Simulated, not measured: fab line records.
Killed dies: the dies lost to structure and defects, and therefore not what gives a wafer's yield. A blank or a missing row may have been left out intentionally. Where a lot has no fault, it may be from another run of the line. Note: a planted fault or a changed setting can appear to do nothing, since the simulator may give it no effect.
Matching of chambers + flow n5_finfet + N5_HKMG_FIN_ALD_79 on ald_metal-01: 4 sister chambers
The step deposits TiN, target thk 1.5 nm, pulse time 1 s, purge time 3 s. 4 wafers are shown with their chamber, then 7 later ones without.

== EACH WAFER AND ITS CHAMBER ==
| wafer  | chamber | heater_power_w (W) |
|--------|---------|--------------------|
| L089.1 | 2       | 714                |
| L090.5 | 1       | 827                |
| L091.1 | 3       | 928                |
| L091.4 | 0       | 1100               |

== WAFERS WHOSE CHAMBER IS MISSING ==
| wafer  | heater_power_w (W) |
|--------|--------------------|
| L091.5 | 715                |
| L092.2 | 895                |
| L092.3 | 827                |
| L092.6 | 832                |
| L094.2 | 1065               |
| L094.3 | 817                |
| L094.4 | 705                |

== EACH ONE'S CHAMBER ==
| wafer  | from the rows above     | in truth |
|--------|-------------------------|----------|
| L091.5 | 2                       | 2        |
| L092.2 | can't be placed: 3 or 1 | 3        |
| L092.3 | 1                       | 1        |
| L092.6 | 1                       | 1        |
| L094.2 | 0                       | 0        |
| L094.3 | 1                       | 1        |
| L094.4 | 2                       | 2        |
Placed correctly: 6 of 7. From these rows, 1 cannot be placed; in 1 the true chamber is one of the candidates. Placed wrongly: 0.
How it was worked out, from the rows above alone: a wafer's distance from a chamber is the root of the sum, over the readings, of the square of ((its reading less the chamber's mean) divided by the reading's scatter). The wafer belongs to the nearest chamber; if the next one is less than 2 further off, it can't be placed. For every chamber, the mean is computed from those of its wafers that are shown. The scatter: root of mean squared gap, hidden wafer to nearest shown wafer, with one shown wafer a chamber.
